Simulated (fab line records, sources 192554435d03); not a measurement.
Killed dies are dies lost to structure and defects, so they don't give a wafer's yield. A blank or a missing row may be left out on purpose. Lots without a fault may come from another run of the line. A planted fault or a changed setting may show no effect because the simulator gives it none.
A struck lot beside a sound one | flow n5_finfet | 35 steps out of a route of 1938
Sound: wafers L162.1, L162.3, L162.6. Struck: wafer L175.4. (L175.1, L175.6 of the same lot were not struck and are left out.) The cause comes at the end.
At each step with rows: each side's tool, then ch and its chambers, then its first start. Under that, the readings that differ: sound wafers | struck wafers | difference of the means | sigmas: that difference in standard deviations of wafers without a fault.
alike: readings whose means differ by less than 2 such deviations, and words and numbers that are the same on both sides. not compared: withheld readings, readings that some wafer has no value for, bounds like >300 that may hide the same value, and numbers for which the record gives no deviation and whose values overlap.
The two part at a step that has a row with sigmas, a row that says differs or no value, or rows on one side only. Numbers that don't overlap but have no deviation are shown without sigmas and don't part them. A reading that every wafer of one side lacks parts them only if that side has two wafers or more.

first, 9 steps without rows for these wafers: N5_BEOL_M7_COAT_22 (resist thk 30 nm); N5_BEOL_M7_EBR_24; N5_BEOL_M7_SOFTBAKE_23 (time 60 s); N5_BEOL_M7_EXPOSE_25 (exposes mask V6, target cd 40 nm); N5_BEOL_M7_PEB_26 (peb time 60 s); N5_BEOL_M7_DEVELOP_27 (develop time 30 s); N5_BEOL_M7_DESCUM_33 (chemistry O2, time 7 s); N5_BEOL_M7_ETCH_72 (etches underlayer in N2/H2, target depth 6.5 nm, time 5.2 s); N5_BEOL_M7_ETCH_65 (etches SiARC in CF4, target depth 15.6 nm, time 26 s).
N5_BEOL_M7_ETCH_66: etches SOC in N2/H2, target depth 80 nm, overetch 16 nm, time 120 s.
  sound on rie_diel-02 ch 1,2,3, day 9 14:58; struck on rie_diel-06 ch 3, day 12 15:40
  alike: chamber_pressure_mTorr, drypump_motor_current_A, oes_product_au, rf_vpp_V, showerhead_plenum_p_Torr, throttle_valve_pct
  not compared: rf_hours_counter_h
then, 24 steps without rows for these wafers: N5_BEOL_M7_STRIP_69 (strips in N2/H2); N5_BEOL_M7_STRIP_73 (strips in N2/H2); N5_BEOL_M7_VIA_ETCH_34 (etches SiCOH lowk in C4F6/O2, target depth 125.5 nm, time 50.5 s); N5_BEOL_M7_STRIP_76 (strips in C4F6/O2); N5_BEOL_M7_STRIP_36 (strips in N2/H2); N5_BEOL_M7_TRENCH_ETCH_37 (etches SiCOH lowk in C4F6/O2, target depth 93.478 nm, time 31.2 s); N5_BEOL_M7_ETCH_41 (etches SiCN in CH3F/O2, target depth 31.9 nm, time 57.8 s); N5_BEOL_M7_STRIP_80 (strips in N2/H2, time 10 s); N5_BEOL_M7_HM_STRIP_39 (strips TiN in peroxide tin strip, target depth 25 nm, time 158 s); N5_BEOL_M7_SRD_40 (time 30 s); N5_BEOL_M7_PRECLEAN_42 (cleans in residue remover, time 60 s); N5_BEOL_M7_SRD_43 (time 30 s); N5_BEOL_M7_CURE_75 (cures SiCOH lowk, time 120 s); N5_BEOL_M7_DEGAS_44 (time 60 s); N5_BEOL_M7_PRE_CLEAN_45 (time 30 s); N5_BEOL_M7_ALD_77 (deposits TaN, target thk 2 nm, pulse time 2 s, purge time 3 s); N5_BEOL_M7_SURFACE_TREAT_79; N5_BEOL_M7_CVD_78 (deposits Co from CCTBA/H2, target thk 2 nm, time 142.3 s); N5_BEOL_M7_SPUTTER_48 (material Cu, target thk 10 nm, time 1.667 s); N5_BEOL_M7_ECD_50 (material Cu, target thk 300 nm); N5_BEOL_M7_ANNEAL_51 (time 90 s); N5_BEOL_M7_CMP_52 (polishes, stops on SiCOH lowk, t overpolish 6.9 s, target thk 80 nm); N5_BEOL_M7_PRE_CLEAN_55 (time 15 s); N5_BEOL_M7_DEP_56 (deposits SiCN from 3MS/NH3, target thk 10 nm, time 17.5 s).
-- the record jumps here: 3 days lie between the struck wafers' starts before and after (it left off in module BEOL_M7 and takes up again in module PASSIVATION, whose first step shown is number 1936 of the route) --
N5_PASSIVATION_PROBE_49:
  the record has rows for the struck wafers here (prober-02, day 15 22:38) and none for the sound ones

WHERE THEY PART
Only at N5_PASSIVATION_PROBE_49, within this record.

WHY: what the simulator had put in
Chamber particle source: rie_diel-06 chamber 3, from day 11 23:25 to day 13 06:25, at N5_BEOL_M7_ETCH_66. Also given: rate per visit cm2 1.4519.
